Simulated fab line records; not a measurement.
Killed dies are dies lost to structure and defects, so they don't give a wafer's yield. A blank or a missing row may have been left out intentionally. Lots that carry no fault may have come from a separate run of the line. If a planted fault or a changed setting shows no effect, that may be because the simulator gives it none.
Matching of chambers ; flow nand harc ; NHARC_A_CHANNEL_FILL_D1_CMP_10 on cmp-02 has 4 sister chambers
The step polishes, target thk 150 nm. 14 wafers are shown with their chamber, then 7 later ones without.

## WAFERS PAIRED WITH THEIR CHAMBERS
wafer;chamber;motor current A (A);time to endpoint s (s)
L077.1;2;11.9;11.4
L077.2;0;9.2;14.7
L077.6;2;12.2;12.5
L080.1;3;12.2;14.5
L080.4;0;9.0;14.9
L080.5;3;12.2;12.9
L081.3;2;12.8;13.4
L081.4;1;12.4;11.7
L081.5;1;12.8;14.3
L089.4;1;12.6;16.5
L089.5;0;9.5;17.7
L089.6;3;11.1;18.3
L091.2;0;8.9;11.9
L091.3;2;11.9;12.3

SIGNATURES (means of the wafers above)
reading;chamber 0;chamber 1;chamber 2;chamber 3;scatter within a chamber
motor current A;9.150;12.600;12.200;11.833;0.405
time to endpoint s;14.800;14.167;12.400;15.233;2.14
Rule: a wafer lies at a distance from a chamber equal to the root of the sum of squares, over the readings, of (its reading less the chamber's mean, divided by the reading's scatter). If the next closest chamber is less than 2 further off than the closest, the wafer can't be placed; otherwise it belongs to the closest. How the scatter is found: for the shown wafers, subtract from each reading the mean of its chamber, square and add these, divide the total by (wafers less chambers), then take the root.

## WAFERS WITH NO CHAMBER GIVEN
wafer;motor current A (A);time to endpoint s (s)
L091.5;9.2;14.7
L095.3;9.4;16.1
L095.5;12.8;13.6
L095.6;12.1;16.3
L097.2;11.5;15.3
L097.3;12.3;18.8
L097.5;12.0;18.9

## WHICH CHAMBER EACH ONE RAN IN
wafer;from the rows above;in truth
L091.5;0;0
L095.3;0;0
L095.5;can't be placed: 1 or 2 or 3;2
L095.6;can't be placed: 3 or 1 or 2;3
L097.2;can't be placed: 3 or 2 or 1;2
L097.3;can't be placed: 3 or 1 or 2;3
L097.5;can't be placed: 3 or 1 or 2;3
2 of 7 placed correctly. From these rows, 5 cannot be placed; in 5 the true chamber is one of the candidates. Number placed wrongly: 0.
